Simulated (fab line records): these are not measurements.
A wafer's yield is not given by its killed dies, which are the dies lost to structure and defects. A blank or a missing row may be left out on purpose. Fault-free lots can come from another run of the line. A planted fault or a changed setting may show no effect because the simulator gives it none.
Which tool was responsible? || flow n5Finfet || 18 wafers from 6 lots sampled at 4 of the route's 1938 steps

== WHAT THE GAUGES SHOWED, per wafer ==
N5_SDB_CD_MEAS_11: the cd target is 50 nm.
{"lot": "L543", "measured": "day 4 13:26", "on": "cdSem-03", "cdNm (nm)": "50.5 49.8 49.3"}
{"lot": "L546", "measured": "day 5 06:17", "on": "cdSem-01", "cdNm (nm)": "42.1 44.6 43.2"}
{"lot": "L549", "measured": "day 6 00:50", "on": "cdSem-02", "cdNm (nm)": "48.0 49.5 48.9"}
{"lot": "L553", "measured": "day 7 01:43", "on": "cdSem-01", "cdNm (nm)": "49.4 50.5 49.9"}
{"lot": "L558", "measured": "day 8 07:40", "on": "cdSem-01", "cdNm (nm)": "49.6 49.3 47.4"}
{"lot": "L563", "measured": "day 9 11:05", "on": "cdSem-02", "cdNm (nm)": "49.4 50.3 51.8"}

== WHAT TOOL EACH LOT RAN ON (gives the tool, then ch and the chambers of the sampled wafers, and finally the start) ==
{"lot": "L543", "N5_SD_ACTIVATION_RTA_00": "rtpAnneal-01 ch 0, day 4 05:56", "N5_ILD0_CMP_07": "cmp-02 ch 0,1,2, day 4 09:25", "N5_SDB_EXPOSE_08": "arfiScanner-01 ch 0, day 4 13:19"}
{"lot": "L546", "N5_SD_ACTIVATION_RTA_00": "rtpAnneal-01 ch 0, day 4 22:06", "N5_ILD0_CMP_07": "cmp-04 ch 0,1,3, day 5 01:55", "N5_SDB_EXPOSE_08": "arfiScanner-01 ch 0, day 5 06:10"}
{"lot": "L549", "N5_SD_ACTIVATION_RTA_00": "rtpAnneal-02 ch 0, day 5 16:40", "N5_ILD0_CMP_07": "cmp-04 ch 1,2,3, day 5 20:33", "N5_SDB_EXPOSE_08": "arfiScanner-02 ch 0, day 6 00:43"}
{"lot": "L553", "N5_SD_ACTIVATION_RTA_00": "rtpAnneal-02 ch 0, day 6 17:16", "N5_ILD0_CMP_07": "cmp-02 ch 0,2,3, day 6 21:54", "N5_SDB_EXPOSE_08": "arfiScanner-02 ch 0, day 7 01:36"}
{"lot": "L558", "N5_SD_ACTIVATION_RTA_00": "rtpAnneal-02 ch 0, day 8 00:19", "N5_ILD0_CMP_07": "cmp-01 ch 0,1,3, day 8 03:46", "N5_SDB_EXPOSE_08": "arfiScanner-03 ch 0, day 8 07:32"}
{"lot": "L563", "N5_SD_ACTIVATION_RTA_00": "rtpAnneal-01 ch 0, day 9 03:44", "N5_ILD0_CMP_07": "cmp-02 ch 1,2, day 9 07:11", "N5_SDB_EXPOSE_08": "arfiScanner-02 ch 0, day 9 10:58"}
- N5_SD_ACTIVATION_RTA_00: time 0 s.
- N5_ILD0_CMP_07: polishes SiO2 flowable, stops on poly-Si, t overpolish 1.18 s, target thk 138.88 nm.
- N5_SDB_EXPOSE_08: exposes mask SDB.

== THE ANSWER, worked out from the rows above alone ==
Rule: the usual values come from the lots themselves. The widest of any qualifying gaps counts: lots, ordered by their means at a reading, are off when they make up no more than a third of the lots, leave a main group of 4 or more, and stand apart from it by 3 or more times the standard deviation of that group's means. A main group whose means are all the same, to the digits that the tables above print for the reading, isn't used. A lot without any number at a reading at which 4 lots or more have one is off too. Where the step has rows for the other lots, those lots are counted as sound.
Off: L546, at N5_SDB_CD_MEAS_11 (cdNm). Mean 49.6 nm and standard deviation 0.68 in the main group.
If a tool, at a process step before that reading, ran all the lots that are off and no sound lot after the first of them, it fits. Those tools and the gauges at N5_SDB_CD_MEAS_11 are tried in the same way. One candidate fits, namely arfiScanner-01 at N5_SDB_EXPOSE_08. A fault onset in the window from L543 (day 4 13:19, its last sound lot) to L546 (day 5 06:10, its first lot off) fits.

== WHAT THE SIMULATOR HAD PUT IN ==
Process parameters drifting: arfiScanner-01 at N5_SDB_EXPOSE_08, beginning at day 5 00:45. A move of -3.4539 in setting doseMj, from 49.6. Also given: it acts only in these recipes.
Shown lots that were struck: L546. The rule given above showed the same thing.
